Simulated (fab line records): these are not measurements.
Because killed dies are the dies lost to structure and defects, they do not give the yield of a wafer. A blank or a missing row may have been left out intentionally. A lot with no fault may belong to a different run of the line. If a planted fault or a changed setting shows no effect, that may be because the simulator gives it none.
The tool behind it: which one?    flow n5-finfet    24 lots, 72 wafers sampled, at 6 steps of a route of 1938

== WHAT THE GAUGES SHOWED, per wafer ==
N5_BEOL_M14_CD_MEAS_10: the cd target is 250 nm. Usual: cd-nm reads 250.3 nm (standard deviation 1.3).
lot   measured      on         cd-nm (nm)         flag
L074  day 12 21:04  cd-sem-01  250.6 248.3 248.4  
L076  day 13 09:40  cd-sem-02  249.0 251.4 251.8  
L075  day 13 10:07  cd-sem-01  249.2 249.0 248.4  
L078  day 14 00:56  cd-sem-03  250.8 251.0 250.0  
L080  day 14 01:16  cd-sem-01  249.8 251.8 251.0  
L081  day 14 01:26  cd-sem-03  247.9 250.9 250.0  
L079  day 14 04:41  cd-sem-03  249.9 249.5 249.6  
L077  day 14 05:57  cd-sem-01  250.4 249.1 248.8  
L083  day 14 21:53  cd-sem-01  249.8 250.2 250.7  
L082  day 14 23:35  cd-sem-02  250.4 249.6 250.2  
L084  day 15 04:18  cd-sem-02  250.5 250.9 250.3  
L086  day 15 10:44  cd-sem-02  252.4 252.2 251.6  
L085  day 15 14:37  cd-sem-02  249.1 249.8 250.1  
L089  day 15 19:32  cd-sem-01  250.3 250.7 252.1  
L087  day 15 22:17  cd-sem-03  249.4 251.7 249.9  
L088  day 16 10:01  cd-sem-01  248.4 250.0 249.6  
L090  day 16 21:20  cd-sem-03  252.5 252.5 253.0  
L092  day 16 21:56  cd-sem-01  251.1 249.6 251.4  
L091  day 16 22:26  cd-sem-01  251.2 251.9 252.2  
L093  day 17 00:35  cd-sem-03  249.0 248.3 249.5  
L094  day 17 11:31  cd-sem-01  251.2 250.4 251.4  
L095  day 18 06:15  cd-sem-01  250.5 248.9 249.3  
L096  day 18 09:48  cd-sem-03  249.6 249.1 248.0  
L097  day 19 07:50  cd-sem-02  248.8 249.9 249.3  

N5_BEOL_M14_OVL_MEAS_29. Usual: M14_OVL gives 3 nm (standard deviation 7.9).
lot   measured      on          M14_OVL (nm)  flag
L074  day 12 21:57  overlay-02  -2 6 2        
L076  day 13 10:33  overlay-01  2 6 0         
L075  day 13 11:10  overlay-01  5 -3 -4       
L078  day 14 01:49  overlay-01  8 -1 -9       
L080  day 14 02:19  overlay-01  12 25 19      
L081  day 14 02:28  overlay-01  -8 1 -12      
L079  day 14 05:36  overlay-02  0 2 4         
L077  day 14 06:59  overlay-01  5 8 -1        
L083  day 14 23:26  overlay-01  2 -5 -9       
L082  day 15 00:28  overlay-02  -8 -5 -1      
L084  day 15 05:55  overlay-02  -8 -19 -20    
L086  day 15 11:52  overlay-02  11 10 12      
L085  day 15 15:29  overlay-01  12 12 5       
L089  day 15 20:34  overlay-02  0 -7 -11      
L087  day 15 23:51  overlay-01  11 0 12       
L088  day 16 10:53  overlay-02  13 12 14      
L090  day 16 22:20  overlay-02  -6 -4 -3      
L092  day 16 23:22  overlay-01  1 7 4         
L091  day 16 23:53  overlay-01  -2 6 -2       
L093  day 17 01:36  overlay-02  0 7 4         
L094  day 17 13:00  overlay-01  4 8 8         
L095  day 18 07:32  overlay-02  13 9 7        
L096  day 18 10:41  overlay-02  6 6 8         
L097  day 19 08:50  overlay-02  10 8 10       

N5_BEOL_M14_THK_MEAS_50: measures by xrf. Usual: M14_THK gives 571 nm (standard deviation 9.1).
lot   measured      on             M14_THK (nm)  flag
L074  day 13 03:49  film-metro-01  587 570 594   
L076  day 13 12:45  film-metro-02  561 582 586   
L075  day 13 13:44  film-metro-02  568 562 567   
L078  day 14 04:47  film-metro-01  563 569 572   
L080  day 14 07:47  film-metro-01  572 582 569   
L081  day 14 08:13  film-metro-02  561 557 565   
L079  day 14 08:29  film-metro-01  561 574 556   
L077  day 14 11:46  film-metro-01  583 569 573   
L083  day 15 02:03  film-metro-02  553 578 552   
L082  day 15 04:35  film-metro-01  581 586 577   
L084  day 15 09:57  film-metro-01  570 581 581   
L086  day 15 18:17  film-metro-02  571 571 580   
L085  day 15 19:38  film-metro-02  580 586 567   
L089  day 16 01:47  film-metro-02  578 579 567   
L087  day 16 02:25  film-metro-02  575 573 567   
L088  day 16 17:15  film-metro-02  582 564 557   
L090  day 17 04:17  film-metro-01  564 568 561   
L092  day 17 05:31  film-metro-02  567 567 565   
L091  day 17 08:58  film-metro-01  572 593 575   
L093  day 17 09:57  film-metro-01  562 559 583   
L094  day 17 20:13  film-metro-02  588 578 575   
L095  day 18 13:42  film-metro-02  565 563 568   
L096  day 18 13:59  film-metro-02  559 569 571   
L097  day 19 12:27  film-metro-02  581 577 557   

== WHAT TOOL EACH LOT RAN ON (gives the tool, then ch and the chambers of the sampled wafers, and finally the start) ==
lot   N5_BEOL_M13_STRIP_37                  N5_BEOL_M14_PRE_CLEAN_42      N5_BEOL_M14_SPUTTER_43
L074  plasma-asher-01 ch 0,1, day 12 14:41  pvd-sputter-03, day 13 02:41  pvd-sputter-03, day 13 02:43
L076  plasma-asher-01 ch 0,1, day 13 06:53  pvd-sputter-03, day 13 11:39  pvd-sputter-03, day 13 11:41
L075  plasma-asher-01 ch 0,1, day 13 07:26  pvd-sputter-03, day 13 12:37  pvd-sputter-03, day 13 12:40
L078  plasma-asher-02 ch 0,1, day 13 16:35  pvd-sputter-01, day 14 03:41  pvd-sputter-01, day 14 03:43
L080  plasma-asher-01 ch 0,1, day 13 21:27  pvd-sputter-03, day 14 06:01  pvd-sputter-03, day 14 06:04
L081  plasma-asher-02 ch 0,1, day 13 22:00  pvd-sputter-03, day 14 07:06  pvd-sputter-03, day 14 07:08
L079  plasma-asher-01 ch 0,1, day 14 01:23  pvd-sputter-02, day 14 07:16  pvd-sputter-02, day 14 07:18
L077  plasma-asher-01 ch 0, day 14 02:47    pvd-sputter-03, day 14 10:40  pvd-sputter-03, day 14 10:42
L083  plasma-asher-01 ch 0,1, day 14 14:48  pvd-sputter-01, day 15 00:40  pvd-sputter-01, day 15 00:42
L082  plasma-asher-01 ch 0,1, day 14 20:34  pvd-sputter-02, day 15 02:34  pvd-sputter-02, day 15 02:37
L084  plasma-asher-02 ch 0,1, day 15 01:38  pvd-sputter-02, day 15 08:49  pvd-sputter-02, day 15 08:52
L086  plasma-asher-02 ch 0,1, day 15 05:52  pvd-sputter-01, day 15 16:02  pvd-sputter-01, day 15 16:05
L085  plasma-asher-02 ch 0,1, day 15 08:56  pvd-sputter-03, day 15 17:29  pvd-sputter-03, day 15 17:32
L089  plasma-asher-02 ch 0,1, day 15 15:26  pvd-sputter-03, day 16 00:25  pvd-sputter-03, day 16 00:27
L087  plasma-asher-02 ch 0,1, day 15 16:17  pvd-sputter-03, day 16 01:19  pvd-sputter-03, day 16 01:21
L088  plasma-asher-01 ch 0,1, day 16 05:54  pvd-sputter-01, day 16 15:53  pvd-sputter-01, day 16 15:55
L090  plasma-asher-01 ch 0,1, day 16 17:12  pvd-sputter-01, day 17 03:11  pvd-sputter-01, day 17 03:13
L092  plasma-asher-02 ch 0,1, day 16 17:26  pvd-sputter-02, day 17 03:43  pvd-sputter-02, day 17 03:46
L091  plasma-asher-01 ch 0,1, day 16 17:50  pvd-sputter-03, day 17 07:36  pvd-sputter-03, day 17 07:38
L093  plasma-asher-01 ch 0,1, day 16 20:02  pvd-sputter-01, day 17 08:35  pvd-sputter-01, day 17 08:37
L094  plasma-asher-01 ch 1, day 17 05:23    pvd-sputter-02, day 17 18:46  pvd-sputter-02, day 17 18:49
L095  plasma-asher-02 ch 0, day 18 02:13    pvd-sputter-01, day 18 12:36  pvd-sputter-01, day 18 12:38
L096  plasma-asher-01 ch 0,1, day 18 07:32  pvd-sputter-03, day 18 12:47  pvd-sputter-03, day 18 12:50
L097  plasma-asher-02 ch 0,1, day 19 01:59  pvd-sputter-03, day 19 11:22  pvd-sputter-03, day 19 11:24
- N5_BEOL_M13_STRIP_37: strips in N2/H2.
- N5_BEOL_M14_PRE_CLEAN_42: time 30 s.
- N5_BEOL_M14_SPUTTER_43: material TaN, target thk 15 nm, time 24.19 s.

== AS READ BY THE TOOLS THEMSELVES (means over the sampled wafers that have a number; for cases with no such wafer, the mark the record gives instead) ==
N5_BEOL_M13_STRIP_37. Usual: drypump-motor-current-A 6.0 A, standard deviation 0.5; heater-power-w 340 W, standard deviation 52; oes-product-au 0.783 a.u., standard deviation 0.011.
lot   tool             drypump-motor-current-A (A)  heater-power-w (W)  oes-product-au (a.u.)  flag
L074  plasma-asher-01  6.2                          300                 0.779                  
L076  plasma-asher-01  6.4                          327                 0.776                  
L075  plasma-asher-01  6.2                          298                 0.788                  
L078  plasma-asher-02  5.6                          393                 0.784                  
L080  plasma-asher-01  6.2                          296                 0.782                  
L081  plasma-asher-02  5.6                          388                 0.785                  
L079  plasma-asher-01  6.4                          325                 0.783                  
L077  plasma-asher-01  6.0                          267                 0.781                  
L083  plasma-asher-01  6.4                          330                 0.786                  
L082  plasma-asher-01  6.2                          297                 0.782                  
L084  plasma-asher-02  5.3                          371                 0.777                  
L086  plasma-asher-02  5.6                          400                 0.776                  
L085  plasma-asher-02  5.6                          386                 0.787                  
L089  plasma-asher-02  5.6                          395                 0.785                  
L087  plasma-asher-02  5.3                          368                 0.774                  
L088  plasma-asher-01  6.2                          302                 0.780                  
L090  plasma-asher-01  6.2                          297                 0.788                  
L092  plasma-asher-02  5.4                          367                 0.782                  
L091  plasma-asher-01  6.4                          329                 0.788                  
L093  plasma-asher-01  6.2                          298                 0.787                  
L094  plasma-asher-01  6.5                          354                 0.785                  
L095  plasma-asher-02  5.1                          347                 0.789                  
L096  plasma-asher-01  6.3                          329                 0.785                  
L097  plasma-asher-02  5.3                          371                 0.782                  

N5_BEOL_M14_PRE_CLEAN_42. Usual: heater-power-w reads 459 W (standard deviation 29).
lot   tool            heater-power-w (W)  flag
L074  pvd-sputter-03  483                 
L076  pvd-sputter-03  434                 
L075  pvd-sputter-03  468                 
L078  pvd-sputter-01  444                 
L080  pvd-sputter-03  460                 
L081  pvd-sputter-03  440                 
L079  pvd-sputter-02  459                 
L077  pvd-sputter-03  479                 
L083  pvd-sputter-01  453                 
L082  pvd-sputter-02  469                 
L084  pvd-sputter-02  497                 
L086  pvd-sputter-01  436                 
L085  pvd-sputter-03  462                 
L089  pvd-sputter-03  452                 
L087  pvd-sputter-03  454                 
L088  pvd-sputter-01  465                 
L090  pvd-sputter-01  427                 
L092  pvd-sputter-02  473                 
L091  pvd-sputter-03  450                 
L093  pvd-sputter-01  449                 
L094  pvd-sputter-02  478                 
L095  pvd-sputter-01  444                 
L096  pvd-sputter-03  451                 
L097  pvd-sputter-03  450                 

N5_BEOL_M14_SPUTTER_43. Usual: throttle-valve-pct reads 30.4 % (standard deviation 0.64).
lot   tool            throttle-valve-pct (%)  flag
L074  pvd-sputter-03  30.0                    
L076  pvd-sputter-03  30.2                    
L075  pvd-sputter-03  30.1                    
L078  pvd-sputter-01  31.3                    
L080  pvd-sputter-03  29.7                    
L081  pvd-sputter-03  30.2                    
L079  pvd-sputter-02  30.0                    
L077  pvd-sputter-03  30.3                    
L083  pvd-sputter-01  30.6                    
L082  pvd-sputter-02  30.3                    
L084  pvd-sputter-02  30.5                    
L086  pvd-sputter-01  31.7                    
L085  pvd-sputter-03  30.3                    
L089  pvd-sputter-03  30.1                    
L087  pvd-sputter-03  30.3                    
L088  pvd-sputter-01  30.8                    
L090  pvd-sputter-01  31.6                    
L092  pvd-sputter-02  30.5                    
L091  pvd-sputter-03  30.5                    
L093  pvd-sputter-01  30.8                    
L094  pvd-sputter-02  30.3                    
L095  pvd-sputter-01  31.1                    
L096  pvd-sputter-03  30.2                    
L097  pvd-sputter-03  30.3                    

== THE ANSWER, worked out from the rows above alone ==
Rule: a lot is off if the mean of its wafers that have a number lies more than 3 standard deviations from the usual mean. A lot without any number at a reading at which 4 lots or more have one is off too. The other lots that the step has rows for count as sound. First the gauges in route order, then the tools' own readings, where a lot's mean is used as printed above. The first step at which some lot is off is used, and at that step the reading that is off furthest; a lot without a number counts as furthest.
No lot is off on any of the readings shown, so nothing can be concluded from this.

== WHAT THE SIMULATOR PUT IN ==
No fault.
